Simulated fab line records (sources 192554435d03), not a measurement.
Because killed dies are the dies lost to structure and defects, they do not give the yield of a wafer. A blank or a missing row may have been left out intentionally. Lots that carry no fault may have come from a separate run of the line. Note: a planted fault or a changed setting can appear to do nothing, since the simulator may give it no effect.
Matching of chambers ; flow n5 finfet ; N5_BEOL_M9_ALD_74 on ald metal-01: 4 sister chambers
The step deposits TaN, target thk 2 nm, pulse time 2 s, purge time 3 s. 20 wafers are shown with their chamber, then 10 later ones without.

WAFERS, EACH WITH ITS CHAMBER
wafer;chamber;heater power w (W)
L077.2;2;413
L077.3;1;453
L077.4;0;380
L079.1;1;446
L079.4;0;387
L079.6;0;385
L080.3;3;366
L080.4;2;429
L080.5;1;444
L082.1;1;437
L082.4;3;362
L082.6;0;388
L083.1;2;420
L083.4;1;449
L083.5;1;453
L084.1;2;423
L084.2;3;350
L084.6;1;453
L088.2;0;384
L088.5;0;383

SIGNATURES, as means of the wafers listed above
reading;chamber 0;chamber 1;chamber 2;chamber 3;scatter within a chamber
heater power w;384.50;447.86;421.25;359.33;5.75
Rule: for a wafer and a chamber, the distance is found by dividing, reading by reading, the gap between the wafer's reading and the chamber's mean by the reading's scatter, squaring, summing and taking the root. If the next closest chamber is less than 2 further off than the closest, the wafer can't be placed; otherwise it belongs to the closest. The scatter: the root of (the sum of the squares of (reading less its chamber's mean) over the shown wafers, divided by (wafers less chambers)).

WAFERS WITHOUT THEIR CHAMBER
wafer;heater power w (W)
L088.6;353
L089.1;357
L089.4;446
L089.6;444
L091.1;426
L091.2;380
L091.3;443
L090.2;413
L090.3;389
L090.6;363

CHAMBER TAKEN BY EACH
wafer;from the rows above;in truth
L088.6;3;3
L089.1;3;3
L089.4;1;1
L089.6;1;1
L091.1;2;2
L091.2;0;0
L091.3;1;1
L090.2;2;2
L090.3;0;0
L090.6;3;3
10 of 10 placed correctly. Number that these rows cannot place: 0. Number placed wrongly: 0.
